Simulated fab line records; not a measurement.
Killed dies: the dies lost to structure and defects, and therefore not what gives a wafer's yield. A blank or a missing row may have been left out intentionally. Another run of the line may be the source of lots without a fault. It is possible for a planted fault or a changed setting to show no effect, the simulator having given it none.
The tool behind it: which one? | flow n5_finfet | Sampling: 8 lots, 24 wafers, 2 of 1938 route steps

## WHAT THE GAUGES SHOWED, per wafer
N5_SPACER0_INSPECT_04: inspects for defects (darkfield).
lot  | measured    | on                | raw_defect_count
L799 | day 3 18:53 | defect_inspect-01 | 81 136 88
L800 | day 3 23:29 | defect_inspect-01 | 140 120 171
L805 | day 5 09:08 | defect_inspect-01 | 134 94 98
L808 | day 6 04:47 | defect_inspect-02 | 134 154 194
L813 | day 7 05:41 | defect_inspect-02 | 610 519 571
L815 | day 7 18:53 | defect_inspect-02 | 104 79 66
L816 | day 8 01:12 | defect_inspect-01 | 522 485 481
L819 | day 8 22:02 | defect_inspect-01 | 110 169 163

## TOOL THAT RAN EACH LOT (tool first, then ch and the chambers of the sampled wafers, then the start)
lot  | N5_DUMMY_GATE_STRIP_48
L799 | rie_diel-04 ch 0,1,2, day 3 18:05
L800 | rie_diel-02 ch 0,1,3, day 3 22:41
L805 | rie_diel-04 ch 0,1,3, day 5 08:19
L808 | rie_diel-02 ch 0,2,3, day 6 03:59
L813 | rie_diel-02 ch 0,1,2, day 7 04:54
L815 | rie_diel-04 ch 1,2,3, day 7 17:37
L816 | rie_diel-02 ch 0,2,3, day 8 00:24
L819 | rie_diel-04 ch 0,2,3, day 8 21:15
- N5_DUMMY_GATE_STRIP_48: strips in N2/H2, time 20 s.

## THE ANSWER, worked out from the rows above alone
Rule: usual is defined by the lots themselves. The widest of any qualifying gaps counts: lots, ordered by their means at a reading, are off when they make up no more than a third of the lots, leave a main group of 4 or more, and stand apart from it by 3 or more times the standard deviation of that group's means. Not used: any main group whose means are identical at the precision the tables above print for the reading. A lot without any number at a reading at which 4 lots or more have one is off too. The other lots that the step has rows for count as sound.
Off: L813, L816, at N5_SPACER0_INSPECT_04 (raw_defect_count). Mean 124 and standard deviation 28 in the main group.
If a tool, at a process step before that reading, ran all the lots that are off and no sound lot after the first of them, it fits. Gauges at N5_SPACER0_INSPECT_04: tried the same way as those tools. One fits: rie_diel-02 at N5_DUMMY_GATE_STRIP_48. A fault onset in the window from L808 (day 6 03:59, its last sound lot) to L813 (day 7 04:54, its first lot off) fits.

## WHAT THE SIMULATOR HAD PUT IN
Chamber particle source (rie_diel-02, N5_DUMMY_GATE_STRIP_48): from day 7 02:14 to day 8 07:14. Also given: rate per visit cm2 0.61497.
Shown lots that were struck: L813, L816. The rule above reached the same finding.
